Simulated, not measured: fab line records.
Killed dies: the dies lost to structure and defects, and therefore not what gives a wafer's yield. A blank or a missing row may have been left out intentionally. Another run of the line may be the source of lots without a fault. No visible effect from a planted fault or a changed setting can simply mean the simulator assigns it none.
fab line records	flow nand-harc
record: lots: 6	wafers: 18	last-day: 24
route steps=1159 shown A_M0@1004 A_M1@1026 END@1159
lots that met no fault: from a run of the same line without faults
start-h: hours from the record's first day to the start of the lot's first wafer shown	wait-h: hours elapsed since this lot's preceding step	" unchanged from the row above	L1.1+2: a single row standing in for several wafers	- either no value or no given start	* or withheld: withheld	< > ~ a bound
route shown NAME@n: a module of which the file shows steps, and the number in the route of the first	usual: mean and standard deviation over wafers with no fault	same: alike in all rows	chamber/n: place in a boat	sites: readings site by site	_std_site: the values' standard deviation	_edge_site: mean of outer sites minus mean of inner sites	radius-mm: for every site, how far away it sits from the centre of the wafer	mask NAME#n: copy n	behind: the most recent tool/chamber to have shaped the wafer	hold: why the lot was held/for how many hours/how that ended	device: the n, p or np transistor that did not switch	end of line: the same wafers' tests at the end of the route	where a step has no rows: the recipe by itself	killed: dies that structure and defects cost at the first sort, which is not the same as the wafer's yield	map: dies across one wafer; x = killed, . = not, _ = none there
set.NAME: setting as actually run; set.NAME@STEP: the setting as run at that earlier step	model.NAME: the simulator's own value behind a step, which no gauge read
a table for each step, a row for each wafer; lots at some steps of the route
services: a tool's chamber out of use, with start hour (start-h, from the record's first day; less than 0 if before it), hours out, and reason
== steps ==
step: NHARC_A_M0_CD_MEAS_09
recipe: target-cd-nm: 80	landing-energy-ev: 500
usual: cd-nm: 80.3/0.51
lot.wafer	tool	chamber	start-h	wait-h	cd-nm
L646.1	cd-sem-03	0	411.23	-	80.9
L646.3	"	0	"	"	80.2
L646.4	"	0	"	"	80.9
L647.3	cd-sem-02	0	415.98	-	80.8
L647.4	"	0	"	"	80.4
L647.5	"	0	"	"	80.3
L651.3	cd-sem-01	0	437.41	-	80.3
L651.4	"	0	"	"	80.4
L651.5	"	0	"	"	79.9
L659.1	cd-sem-02	0	468.48	-	81.1
L659.2	"	0	"	"	80.9
L659.3	"	0	"	"	80.3
L658.1	cd-sem-01	0	488.23	-	79.6
L658.4	"	0	"	"	79.4
L658.6	"	0	"	"	79.5
L665.1	cd-sem-03	0	523.89	-	80.0
L665.4	"	0	"	"	80.3
L665.5	"	0	"	"	80.5
step: NHARC_A_M0_OVL_MEAS_10
recipe: pitch-nm: 160
usual: overlay-x-nm: 0.0/0.96	overlay-y-nm: 0.2/0.74
lot.wafer	tool	chamber	start-h	wait-h	overlay-x-nm	overlay-y-nm
L646.1	overlay-02	-	411.31	-	0.1	-0.8
L646.3	"	-	"	"	-0.1	-0.9
L646.4	"	-	"	"	0.6	-0.9
L647.3	overlay-02	-	416.07	-	-0.3	0.0
L647.4	"	-	"	"	-0.3	0.6
L647.5	"	-	"	"	0.0	-0.4
L651.3	overlay-01	-	437.50	-	1.0	0.9
L651.4	"	-	"	"	0.9	1.0
L651.5	"	-	"	"	1.3	0.9
L659.1	overlay-01	-	468.57	-	-0.2	1.0
L659.2	"	-	"	"	-0.6	0.7
L659.3	"	-	"	"	-0.7	0.1
L658.1	overlay-01	-	488.31	-	-0.3	-0.1
L658.4	"	-	"	"	-1.2	0.1
L658.6	"	-	"	"	-0.4	0.2
L665.1	overlay-01	-	523.98	-	0.5	0.6
L665.4	"	-	"	"	1.2	-0.7
L665.5	"	-	"	"	0.4	-0.3
step: NHARC_A_M0_INSPECT_11
usual: raw-defect-count: 32/15
lot.wafer	tool	chamber	start-h	wait-h	raw-defect-count
L646.1	defect-inspect-01	-	411.35	0.0	29
L646.3	"	-	"	"	25
L646.4	"	-	"	"	39
L647.3	defect-inspect-01	-	416.11	0.0	18
L647.4	"	-	"	"	20
L647.5	"	-	"	"	22
L651.3	defect-inspect-02	-	437.54	0.0	30
L651.4	"	-	"	"	19
L651.5	"	-	"	"	27
L659.1	defect-inspect-01	-	468.61	0.0	25
L659.2	"	-	"	"	26
L659.3	"	-	"	"	33
L658.1	defect-inspect-01	-	488.35	0.0	38
L658.4	"	-	"	"	52
L658.6	"	-	"	"	44
L665.1	defect-inspect-02	-	524.02	0.0	62
L665.4	"	-	"	"	65
L665.5	"	-	"	"	53
step: NHARC_A_M0_DESCUM_14
recipe: time-s: 3	o2-flow-sccm: 200	ar-flow-sccm: 0	bias-power-w: 0	chemistry: O2
usual: drypump-motor-current-A: 5.8/0.4	oes-product-au: 1.000/0.0065	rf-vpp-V: 57.8/0.89	showerhead-plenum-p-Torr: 1.92/0.077	throttle-valve-pct: 11.310/0.0085
lot.wafer	tool	chamber	start-h	wait-h	drypump-motor-current-A	oes-product-au	rf-hours-counter-h	rf-vpp-V	showerhead-plenum-p-Torr	throttle-valve-pct
L646.1	rie-diel-06	1	411.41	0.1	5.5	0.993	14	56.9	1.90	11.308
L646.4	"	3	"	"	5.4	1.001	9	56.5	1.90	11.305
L646.3	"	0	"	"	5.9	0.995	14	57.9	1.81	11.297
L647.4	rie-diel-13	0	416.18	0.1	6.3	1.009	12	58.7	1.90	11.325
L647.3	"	1	"	"	5.6	1.001	9	57.8	1.92	11.312
L647.5	"	3	"	"	5.8	1.008	-	58.5	2.02	11.318
L651.4	rie-diel-06	0	437.61	0.1	5.9	1.008	1	57.4	1.81	11.307
L651.3	"	1	"	"	5.4	0.987	1	57.8	1.90	11.317
L651.5	"	2	"	"	6.4	0.999	-	57.9	2.00	11.298
L659.2	rie-diel-07	3	468.67	0.1	5.8	0.988	5	57.9	1.93	11.299
L659.1	"	1	"	"	5.6	0.997	5	58.6	2.05	11.307
L659.3	"	2	"	"	6.1	0.993	5	55.1	1.95	11.314
L658.1	rie-diel-13	3	488.41	0.1	5.8	1.009	2	58.2	2.02	11.311
L658.4	"	2	"	"	5.9	1.002	3	56.7	1.78	11.309
L658.6	"	0	"	"	6.3	0.995	-	57.9	1.90	11.313
L665.4	rie-diel-13	1	524.09	0.1	5.6	0.993	5	58.7	1.91	11.316
L665.1	"	2	"	"	5.9	0.999	5	56.9	1.78	11.307
L665.5	"	0	"	"	6.3	1.008	-	57.2	1.90	11.316
step: NHARC_A_M0_ETCH_34
recipe: target-depth-a: 400	overetch-a: 120	time-s: 43.94	ion-energy-ev: 200	n2-flow-sccm: 150	h2-flow-sccm: 150	ar-flow-sccm: 0	rf-w: 400	bias-w: 150	chemistry: N2/H2
usual: drypump-motor-current-A: 5.8/0.37	oes-product-au: 0.998/0.0065	rf-vpp-V: 430.9/2.6	showerhead-plenum-p-Torr: 2.05/0.087	throttle-valve-pct: 14.171/0.0098
lot.wafer	tool	chamber	start-h	wait-h	drypump-motor-current-A	oes-product-au	rf-hours-counter-h	rf-vpp-V	showerhead-plenum-p-Torr	throttle-valve-pct
L646.1	rie-diel-06	2	411.50	0.1	6.4	0.997	14	433.1	2.13	14.181
L646.4	"	3	"	"	5.3	1.005	9	430.6	2.03	14.170
L646.3	"	0	"	"	5.9	0.999	14	427.0	1.93	14.160
L647.4	rie-diel-13	0	416.26	0.1	6.3	1.005	12	430.2	2.03	14.189
L647.3	"	1	"	"	5.6	1.002	9	430.6	2.04	14.172
L647.5	"	0	"	"	6.3	0.989	-	429.5	2.03	14.169
L651.4	rie-diel-06	1	437.69	0.1	5.5	0.998	1	429.8	2.02	14.161
L651.3	"	2	"	"	6.4	0.988	1	433.5	2.13	14.154
L651.5	"	1	"	"	5.4	0.999	-	431.3	2.02	14.174
L659.2	rie-diel-07	2	468.75	0.1	6.0	1.005	5	431.0	2.08	14.184
L659.3	"	0	"	"	4.8	1.015	3	427.0	1.96	14.182
L659.1	"	1	"	"	5.7	1.002	5	434.4	2.19	14.185
L658.4	rie-diel-13	2	488.50	0.1	5.9	0.993	3	425.7	1.90	14.172
L658.1	"	0	"	"	6.3	0.997	2	430.4	2.03	14.180
L658.6	"	2	"	"	6.0	1.003	-	426.2	1.90	14.162
L665.1	rie-diel-13	3	524.16	0.1	5.8	0.998	5	433.5	2.15	14.168
L665.4	"	0	"	"	6.3	0.997	5	430.7	2.03	14.168
L665.5	"	3	"	"	5.8	1.012	-	435.3	2.15	14.177
step: NHARC_A_M0_ETCH_15
recipe: target-depth-a: 1500	overetch-a: 150	time-s: 82.5	c4f8-flow-sccm: withheld	ar-flow-sccm: 400	rf-w: 600	bias-w: 300	chemistry: C4F8/Ar
step: NHARC_A_M0_CD_MEAS_16
usual: cd-nm: 80.2/0.68
lot.wafer	tool	chamber	start-h	wait-h	cd-nm
L646.1	cd-sem-01	-	411.71	-	81.0
L646.3	"	-	"	"	81.4
L646.4	"	-	"	"	80.7
L647.3	cd-sem-02	-	416.47	-	80.6
L647.4	"	-	"	"	80.3
L647.5	"	-	"	"	79.5
L651.3	cd-sem-02	-	437.90	-	80.4
L651.4	"	-	"	"	81.0
L651.5	"	-	"	"	79.7
L659.1	cd-sem-03	-	468.97	-	80.6
L659.2	"	-	"	"	81.1
L659.3	"	-	"	"	80.9
L658.1	cd-sem-01	-	488.71	-	79.5
L658.4	"	-	"	"	79.0
L658.6	"	-	"	"	79.1
L665.1	cd-sem-02	-	524.38	-	79.5
L665.4	"	-	"	"	80.3
L665.5	"	-	"	"	80.2
step: NHARC_A_M0_STRIP_18
recipe: power-w: 1000	n2-flow-sccm: 150	h2-flow-sccm: 150	ar-flow-sccm: 0	bias-w: 0	chemistry: N2/H2
usual: drypump-motor-current-A: 5.8/0.4	oes-product-au: 0.998/0.0063	rf-vpp-V: 90.8/0.88	showerhead-plenum-p-Torr: 2.04/0.083	throttle-valve-pct: 14.172/0.0095
lot.wafer	tool	chamber	start-h	wait-h	drypump-motor-current-A	oes-product-au	rf-hours-counter-h	rf-vpp-V	showerhead-plenum-p-Torr	throttle-valve-pct
L646.1	rie-diel-13	3	411.81	0.1	5.8	0.996	11	91.9	2.15	14.164
L646.3	"	0	"	"	6.3	0.999	12	91.8	2.03	14.164
L646.4	"	1	"	"	5.6	1.003	9	90.5	2.04	14.152
L647.3	rie-diel-07	2	416.54	0.1	6.1	0.999	0	91.2	2.08	14.167
L647.4	"	0	"	"	4.8	0.998	0	91.2	1.97	14.173
L647.5	"	2	"	"	6.1	0.997	-	90.4	2.08	14.170
L651.3	rie-diel-06	2	437.99	0.1	6.4	0.992	1	92.1	2.13	14.169
L651.4	"	3	"	"	5.3	0.994	1	90.4	2.03	14.168
L651.5	"	1	"	"	5.4	0.986	-	90.0	2.02	14.178
L659.2	rie-diel-07	0	469.04	0.1	4.8	0.997	3	90.9	1.96	14.176
L659.3	"	1	"	"	5.6	0.997	5	92.1	2.19	14.176
L659.1	"	3	"	"	5.8	1.001	5	91.3	2.06	14.181
L658.4	rie-diel-06	2	488.79	0.1	6.4	1.004	5	90.5	2.13	14.175
L658.1	"	1	"	"	5.4	1.009	5	91.8	2.02	14.185
L658.6	"	2	"	"	6.4	1.001	-	90.3	2.13	14.180
L665.4	rie-diel-06	2	524.50	0.1	6.4	0.999	7	90.8	2.13	14.172
L665.1	"	3	"	"	5.3	1.008	8	88.8	2.02	14.171
L665.5	"	0	"	"	5.9	0.999	-	88.9	1.93	14.164
step: NHARC_A_M0_STRIP_19
recipe: time-s: 600	temp-c: 30	chemistry: post-etch-residue-remover
step: NHARC_A_M0_DEGAS_28
recipe: temp-c: 250	time-s: 60
step: NHARC_A_M0_PRE_CLEAN_29
recipe: time-s: 30	temp-c: 280	gas: H2/He
step: NHARC_A_M0_PVD_20
recipe: target-thk-a: 50	bias-v: 168.6	power-w: 15000	chamber-pressure-pa: 0.12	time-s: 8.06	substrate-temp-c: 50	material: TaN
step: NHARC_A_M0_PVD_21
recipe: target-thk-a: 300	chamber-pressure-pa: 5	power-w: 5000	substrate-temp-c: 30	time-s: 20.49	material: Cu
usual: cathode-dc-power-W: 5000.0/0.89	throttle-valve-pct: 30.4/1.1
lot.wafer	tool	chamber	start-h	wait-h	cathode-dc-power-W	throttle-valve-pct
L646.3	pvd-sputter-03	-	412.57	-	4999.3	29.2
L646.1	"	-	"	"	4999.5	30.1
L646.4	"	-	"	"	5000.7	30.2
L647.3	pvd-sputter-01	-	417.33	-	5000.8	31.2
L647.4	"	-	"	"	4999.4	31.6
L647.5	"	-	"	"	4999.5	31.6
L651.4	pvd-sputter-01	-	438.75	-	4999.1	31.5
L651.3	"	-	"	"	4999.0	31.4
L651.5	"	-	"	"	4998.4	29.9
L659.1	pvd-sputter-03	-	469.87	-	4999.5	30.8
L659.3	"	-	"	"	5000.7	28.5
L659.2	"	-	"	"	5000.2	28.3
L658.1	pvd-sputter-03	-	489.57	-	5000.2	28.1
L658.4	"	-	"	"	5000.6	28.7
L658.6	"	-	"	"	4999.5	28.4
L665.4	pvd-sputter-01	-	525.22	-	5001.0	31.5
L665.1	"	-	"	"	4999.8	29.9
L665.5	"	-	"	"	5001.1	31.1
step: NHARC_A_M0_ECD_22
recipe: target-thk-a: 4000	bath-temp-c: 25	material: Cu
step: NHARC_A_M0_ANNEAL_30
recipe: temp-c: 225	time-s: 90
step: NHARC_A_M0_CMP_23
recipe: t-overpolish-s: 20	target-thk-nm: 113.75
step: NHARC_A_M0_SRD_25
step: NHARC_A_M0_INSPECT_27
usual: raw-defect-count: 412/96
lot.wafer	tool	chamber	start-h	wait-h	raw-defect-count
L646.1	defect-inspect-02	-	414.80	0.0	412
L646.3	"	-	"	"	367
L646.4	"	-	"	"	445
L647.3	defect-inspect-01	-	418.70	0.0	272
L647.4	"	-	"	"	296
L647.5	"	-	"	"	304
L651.3	defect-inspect-01	-	440.12	0.0	260
L651.4	"	-	"	"	384
L651.5	"	-	"	"	299
L659.1	defect-inspect-02	-	471.19	0.0	326
L659.2	"	-	"	"	387
L659.3	"	-	"	"	708
L658.1	defect-inspect-01	-	490.93	0.0	305
L658.4	"	-	"	"	432
L658.6	"	-	"	"	519
L665.1	defect-inspect-02	-	526.54	0.0	392
L665.4	"	-	"	"	521
L665.5	"	-	"	"	474
step: NHARC_A_M0_PRE_CLEAN_31
recipe: time-s: 12	temp-c: 370	rf-power-w: 300	gas: NH3
usual: heater-power-w: 642/98
lot.wafer	tool	chamber	start-h	wait-h	heater-power-w
L646.1	pecvd-02	0	415.98	1.2	772
L646.3	"	1	"	"	798
L646.4	"	0	"	"	749
L647.4	pecvd-04	0	418.81	0.1	472
L647.3	"	1	"	"	638
L647.5	"	0	"	"	475
L651.3	pecvd-02	0	440.58	0.5	802
L651.5	"	2	"	"	640
L651.4	"	1	"	"	760
L659.2	pecvd-02	1	471.26	0.1	716
L659.1	"	2	"	"	688
L659.3	"	0	"	"	785
L658.1	pecvd-01	1	490.99	0.1	498
L658.4	"	1	"	"	493
L658.6	"	0	"	"	632
L665.1	pecvd-01	1	526.60	0.1	572
L665.4	"	2	"	"	575
L665.5	"	0	"	"	686
step: NHARC_A_M0_DEP_32
recipe: target-thk-a: 300	temp-c: 370	target-thk-nm: 30	pressure-torr: 3	flow-sccm: 200	rf-w: 450	material: SiCN
usual: heater-power-w: 596/99
lot.wafer	tool	chamber	start-h	wait-h	heater-power-w
L646.1	pecvd-02	0	416.09	0.1	764
L646.3	"	1	"	"	685
L646.4	"	0	"	"	763
L647.4	pecvd-04	0	419.02	0.2	514
L647.3	"	1	"	"	659
L647.5	"	0	"	"	401
L651.3	pecvd-02	0	440.69	0.1	721
L651.5	"	2	"	"	641
L651.4	"	1	"	"	686
L659.2	pecvd-02	1	471.33	0.1	697
L659.1	"	2	"	"	620
L659.3	"	0	"	"	735
L658.1	pecvd-01	1	491.07	0.1	462
L658.4	"	1	"	"	473
L658.6	"	0	"	"	605
L665.1	pecvd-01	1	526.68	0.1	479
L665.4	"	2	"	"	484
L665.5	"	0	"	"	604
step: NHARC_A_M1_DEP_00
recipe: target-thk-a: 1825	target-thk-nm: 182.5	temp-c: withheld	pressure-torr: 5	flow-sccm: 200	rf-w: 600	material: SiOC
step: NHARC_A_M1_DEHYDRATE_01
recipe: temp-c: 150	time-s: 120
step: NHARC_A_M1_HMDS_02
recipe: time-s: 30
step: NHARC_A_M1_COAT_34
recipe: temp-c: 200	time-s: 65
step: NHARC_A_M1_COAT_03
recipe: spin-rpm: 1500	resist-thk-nm: 90
step: NHARC_A_M1_SOFTBAKE_04
recipe: temp-c: 105	time-s: 55
step: NHARC_A_M1_EBR_05
step: NHARC_A_M1_EXPOSE_06
recipe: na: 1.35	target-cd-nm: 120	dose-mj: 75.13	mask-id: A_M1
step: NHARC_A_M1_PEB_07
recipe: peb-temp-c: 100	peb-time-s: 65
step: NHARC_A_M1_DEVELOP_08
recipe: develop-time-s: 35	dev-temp-c: 23
step: NHARC_A_M1_CD_MEAS_09
recipe: target-cd-nm: 120	landing-energy-ev: 500
usual: cd-nm: 120.0/0.52
lot.wafer	tool	chamber	start-h	wait-h	cd-nm
L646.1	cd-sem-03	0	417.61	-	120.7
L646.3	"	0	"	"	120.4
L646.4	"	0	"	"	120.7
L647.3	cd-sem-02	0	420.21	-	120.9
L647.4	"	0	"	"	120.2
L647.5	"	0	"	"	120.8
L651.3	cd-sem-02	0	441.95	-	119.2
L651.4	"	0	"	"	119.1
L651.5	"	0	"	"	119.3
L658.4	cd-sem-03	0	492.19	-	120.6
L658.6	"	0	"	"	119.7
L665.1	cd-sem-01	0	528.92	-	119.8
L665.4	"	0	"	"	120.5
L665.5	"	0	"	"	120.5
step: NHARC_A_M1_OVL_MEAS_10
recipe: pitch-nm: 240
usual: overlay-x-nm: -0.1/0.79	overlay-y-nm: -0.1/0.86
lot.wafer	tool	chamber	start-h	wait-h	overlay-x-nm	overlay-y-nm
L646.1	overlay-02	-	417.70	-	1.4	-1.1
L646.3	"	-	"	"	0.8	-0.9
L646.4	"	-	"	"	0.5	-1.3
L647.3	overlay-02	-	420.30	-	0.4	-1.5
L647.4	"	-	"	"	0.7	-1.5
L647.5	"	-	"	"	0.8	-1.3
L651.3	overlay-02	-	442.03	-	0.0	0.0
L651.4	"	-	"	"	0.1	0.1
L651.5	"	-	"	"	-0.1	0.0
L658.4	overlay-01	-	492.27	-	-0.7	0.4
L658.6	"	-	"	"	-0.3	-0.9
L665.1	overlay-02	-	529.01	-	-0.5	0.1
L665.4	"	-	"	"	-0.3	-0.8
L665.5	"	-	"	"	-0.2	-0.1
step: NHARC_A_M1_INSPECT_11
usual: raw-defect-count: 32/16
lot.wafer	tool	chamber	start-h	wait-h	raw-defect-count
L646.1	defect-inspect-02	-	417.74	0.0	32
L646.3	"	-	"	"	26
L646.4	"	-	"	"	38
L647.3	defect-inspect-01	-	420.33	0.0	15
L647.4	"	-	"	"	23
L647.5	"	-	"	"	17
L651.3	defect-inspect-01	-	442.07	0.0	27
L651.4	"	-	"	"	23
L651.5	"	-	"	"	28
L658.4	defect-inspect-01	-	492.31	0.0	53
L658.6	"	-	"	"	44
L665.1	defect-inspect-01	-	529.05	0.0	59
L665.4	"	-	"	"	70
L665.5	"	-	"	"	50
step: NHARC_A_M1_DESCUM_14
recipe: time-s: 3	o2-flow-sccm: 200	ar-flow-sccm: 0	bias-power-w: 0	chemistry: O2
step: NHARC_A_M1_ETCH_35
recipe: target-depth-a: 400	overetch-a: 120	time-s: 43.94	ion-energy-ev: 200	n2-flow-sccm: 150	h2-flow-sccm: 150	ar-flow-sccm: 0	rf-w: 400	bias-w: 150	chemistry: N2/H2
step: NHARC_A_M1_ETCH_15
recipe: target-depth-a: 1825	time-s: 91.2	c4f8-flow-sccm: withheld	ar-flow-sccm: 400	rf-w: 600	bias-w: 300	chemistry: C4F8/Ar
step: NHARC_A_M1_CD_MEAS_16
usual: cd-nm: 120.1/0.63
lot.wafer	tool	chamber	start-h	wait-h	cd-nm
L646.1	cd-sem-03	-	418.10	-	120.1
L646.3	"	-	"	"	120.8
L646.4	"	-	"	"	120.5
L647.3	cd-sem-02	-	420.71	-	121.0
L647.4	"	-	"	"	119.2
L647.5	"	-	"	"	120.4
L651.3	cd-sem-01	-	442.48	-	118.5
L651.4	"	-	"	"	119.0
L651.5	"	-	"	"	119.2
L658.4	cd-sem-03	-	492.68	-	120.5
L658.6	"	-	"	"	119.3
L665.1	cd-sem-02	-	529.41	-	120.0
L665.4	"	-	"	"	120.6
L665.5	"	-	"	"	120.8
step: NHARC_A_M1_STRIP_18
recipe: power-w: 1000	n2-flow-sccm: 150	h2-flow-sccm: 150	ar-flow-sccm: 0	bias-w: 0	chemistry: N2/H2
step: NHARC_A_M1_ETCH_28
recipe: target-depth-a: 300	over-etch-frac: 0.3	time-s: 72.99	ion-energy-ev: 150	cf4-flow-sccm: 50	n2-flow-sccm: 100	ar-flow-sccm: 150	rf-w: 300	bias-w: 100	chemistry: CF4/N2
step: NHARC_A_M1_STRIP_19
recipe: time-s: 600	temp-c: 30	chemistry: post-etch-residue-remover
step: NHARC_END_SORT_01
recipe: temp-c: 25
usual: defect-limited-yield: 95.0/1.7	killed-at-array: 29/12	killed-at-other: 0.7/1	killed-at-periphery: 4/3.2	killed-dies: 34/12	killed-open: 3.4/2	killed-short: 1.8/1.3	sort_bin_2_pct: 1.6/0.7	sort_bin_3_pct: 0.26/0.23	sort_bin_4_pct: 3.1/1.1	sort-n-pass: 643/12	sort-rim-yield-pct: 96.4/2.6	sort-yield-pct: 95.0/1.7
same: gross-dies: 677	sort_bin_5_pct[%]: 0	sort_bin_6_pct[%]: 0	sort_bin_7_pct[%]: 0	sort_bin_8_pct[%]: 0	sort-rim-n-gross: 106.00
lot.wafer	tool	chamber	start-h	wait-h	defect-limited-yield[%]	killed-at-array	killed-at-other	killed-at-periphery	killed-dies	killed-open	killed-short	sort_bin_2_pct[%]	sort_bin_3_pct[%]	sort_bin_4_pct[%]	sort-n-pass	sort-rim-yield-pct[%]	sort-yield-pct[%]
L659.1	prober-01	0	505.07	2.5	0	675	1	1	677	3	3	97.0	0.15	2.8	0	0	0
L659.2	prober-01	0	505.86	2.8	0	674	1	2	677	5	3	97.5	0.15	2.4	0	0	0
L659.3	prober-01	0	506.64	3.1	0	674	1	2	677	3	1	97.0	0	3.0	0	0	0
L658.1	prober-02	0	530.11	2.5	0	673	0	4	677	4	5	96.2	0.44	3.4	0	0	0
killed by level:class
L659.1 A_M0:area-pvd=648 A_SLIT:chamber-film-flake=13 A_STAIRCASE:chamber-film-flake=5 A_CHANNEL_HOLE_D1:chamber-film-flake=3 P_CONTACT:geometric-particle:open=1 A_ONON_D1:geometric-particle:short=1 A_ONON_D1:geometric-particle:open=1 A_CHANNEL_HOLE_D1:geometric-particle:short=1
L659.2 A_M0:area-pvd=645 A_SLIT:chamber-film-flake=15 A_CHANNEL_HOLE_D1:chamber-film-flake=3 A_WL_FILL:geometric-particle:open=2 A_STAIRCASE:chamber-film-flake=2 A_CONTACT:chamber-film-flake=2 P_STI:geometric-particle:short=1 P_CONTACT:geometric-particle:open=1
L659.3 A_M0:area-pvd=643 A_SLIT:chamber-film-flake=17 A_CHANNEL_HOLE_D1:chamber-film-flake=5 A_CONTACT:chamber-film-flake=4 A_STAIRCASE:chamber-film-flake=2 P_GATE:geometric-particle:open=1 A_ONON_D1:geometric-particle:short=1 A_CONTACT:geometric-particle:open=1
L658.1 A_M0:area-pvd=641 A_CHANNEL_HOLE_D1:chamber-film-flake=13 A_SLIT:chamber-film-flake=11 P_GATE:geometric-particle:short=1 P_CONTACT:geometric-particle:short=1 P_CONTACT:geometric-particle:open=1 P_M0:geometric-particle:open=1 A_CHANNEL_HOLE_D1:geometric-particle:open=1
map L658.1 (x killed, . not)
____________x____________
_________xxxxxxx_________
_______xxxxxxxxxxx_______
______xxxxxxxxxxxxx______
_____xxxxxxxxxxxxxxx_____
____xxxxxxxxxxxxxxxxx____
____xxxxxxxxxxxxxxxxx____
___xxxxxxxxxxxxxxxxxxx___
___xxxxxxxxxxxxxxxxxxx___
__xxxxxxxxxxxxxxxxxxxxx__
__xxxxxxxxxxxxxxxxxxxxx__
_xxxxxxxxxxxxxxxxxxxxxxx_
_xxxxxxxxxxxxxxxxxxxxxxx_
_xxxxxxxxxxxxxxxxxxxxxxx_
_xxxxxxxxxxxxxxxxxxxxxxx_
_xxxxxxxxxxxxxxxxxxxxxxx_
xxxxxxxxxxxxxxxxxxxxxxxxx
xxxxxxxxxxxxxxxxxxxxxxxxx
xxxxxxxxxxxxxxxxxxxxxxxxx
xxxxxxxxxxxxxxxxxxxxxxxxx
xxxxxxxxxxxxxxxxxxxxxxxxx
_xxxxxxxxxxxxxxxxxxxxxxx_
_xxxxxxxxxxxxxxxxxxxxxxx_
_xxxxxxxxxxxxxxxxxxxxxxx_
_xxxxxxxxxxxxxxxxxxxxxxx_
_xxxxxxxxxxxxxxxxxxxxxxx_
__xxxxxxxxxxxxxxxxxxxxx__
__xxxxxxxxxxxxxxxxxxxxx__
___xxxxxxxxxxxxxxxxxxx___
___xxxxxxxxxxxxxxxxxxx___
____xxxxxxxxxxxxxxxxx____
____xxxxxxxxxxxxxxxxx____
_____xxxxxxxxxxxxxxx_____
______xxxxxxxxxxxxx______
_______xxxxxxxxxxx_______
_________xxxxxxx_________
____________x____________
map L659.1 (x killed, . not)
____________x____________
_________xxxxxxx_________
_______xxxxxxxxxxx_______
______xxxxxxxxxxxxx______
_____xxxxxxxxxxxxxxx_____
____xxxxxxxxxxxxxxxxx____
____xxxxxxxxxxxxxxxxx____
___xxxxxxxxxxxxxxxxxxx___
___xxxxxxxxxxxxxxxxxxx___
__xxxxxxxxxxxxxxxxxxxxx__
__xxxxxxxxxxxxxxxxxxxxx__
_xxxxxxxxxxxxxxxxxxxxxxx_
_xxxxxxxxxxxxxxxxxxxxxxx_
_xxxxxxxxxxxxxxxxxxxxxxx_
_xxxxxxxxxxxxxxxxxxxxxxx_
_xxxxxxxxxxxxxxxxxxxxxxx_
xxxxxxxxxxxxxxxxxxxxxxxxx
xxxxxxxxxxxxxxxxxxxxxxxxx
xxxxxxxxxxxxxxxxxxxxxxxxx
xxxxxxxxxxxxxxxxxxxxxxxxx
xxxxxxxxxxxxxxxxxxxxxxxxx
_xxxxxxxxxxxxxxxxxxxxxxx_
_xxxxxxxxxxxxxxxxxxxxxxx_
_xxxxxxxxxxxxxxxxxxxxxxx_
_xxxxxxxxxxxxxxxxxxxxxxx_
_xxxxxxxxxxxxxxxxxxxxxxx_
__xxxxxxxxxxxxxxxxxxxxx__
__xxxxxxxxxxxxxxxxxxxxx__
___xxxxxxxxxxxxxxxxxxx___
___xxxxxxxxxxxxxxxxxxx___
____xxxxxxxxxxxxxxxxx____
____xxxxxxxxxxxxxxxxx____
_____xxxxxxxxxxxxxxx_____
______xxxxxxxxxxxxx______
_______xxxxxxxxxxx_______
_________xxxxxxx_________
____________x____________
== services ==
tool	chamber	start-h	hours	kind
rie-diel-06	0	397.34	-	clean
rie-diel-06	1	397.34	-	clean
rie-diel-06	2	397.34	-	clean
rie-diel-06	3	397.34	-	clean
rie-diel-07	-	405.20	9.0	pm
rie-diel-13	0	407.60	-	clean
rie-diel-13	1	407.60	-	clean
rie-diel-13	2	407.60	-	clean
pecvd-04	2	414.33	10.2	repair
pecvd-01	-	418.00	13.0	pm
rie-diel-06	-	418.20	9.0	pm
rie-diel-07	0	432.15	26.6	repair
pecvd-01	2	432.73	13.6	repair
pvd-sputter-03	-	444.97	5.4	repair
rie-diel-13	-	445.81	0.5	repair
pecvd-02	1	448.29	5.9	repair
rie-diel-13	-	453.00	9.0	pm
pvd-sputter-03	-	458.00	10.0	pm
pvd-sputter-01	-	472.80	9.2	repair
pecvd-04	-	473.31	0.7	repair
rie-diel-07	-	478.60	0.2	repair
rie-diel-07	2	496.16	5.7	repair
pecvd-02	-	515.40	13.0	pm
pvd-sputter-03	-	515.57	6.9	repair
== key ==
first-sign: step: NHARC_END_SORT_01	reading: sort_bin_2_pct	direction: up	sigmas: 99+	usual: 1.6	struck: 96.9
effect: step: NHARC_END_SORT_01	reading: killed-dies	direction: up	sigmas: 55	usual: 34	struck: 677
more-kills-born-at: NHARC_A_M0_PVD_21@pvd-sputter-03: 2577
met-at NHARC_A_M0_PVD_21
struck-wafers L658.1,L659.1,L659.2,L659.3
later-rows-left-out L658.1,L659.1,L659.2,L659.3
onset-between 412.57 469.87
fault: kind: process-parameter-drift	tool: pvd-sputter-03	chamber: -	onset-h: 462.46	steps: NHARC_A_M0_PVD_21	channel: target-thk-a	offset: *	shape: step	end-h: 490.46	scope: struck-wafers-only	acts-in: *	stated: *
later-rows-left-out: the simulator's readings of these wafers behind a module that went badly wrong aren't trusted and aren't shown, but for the sort
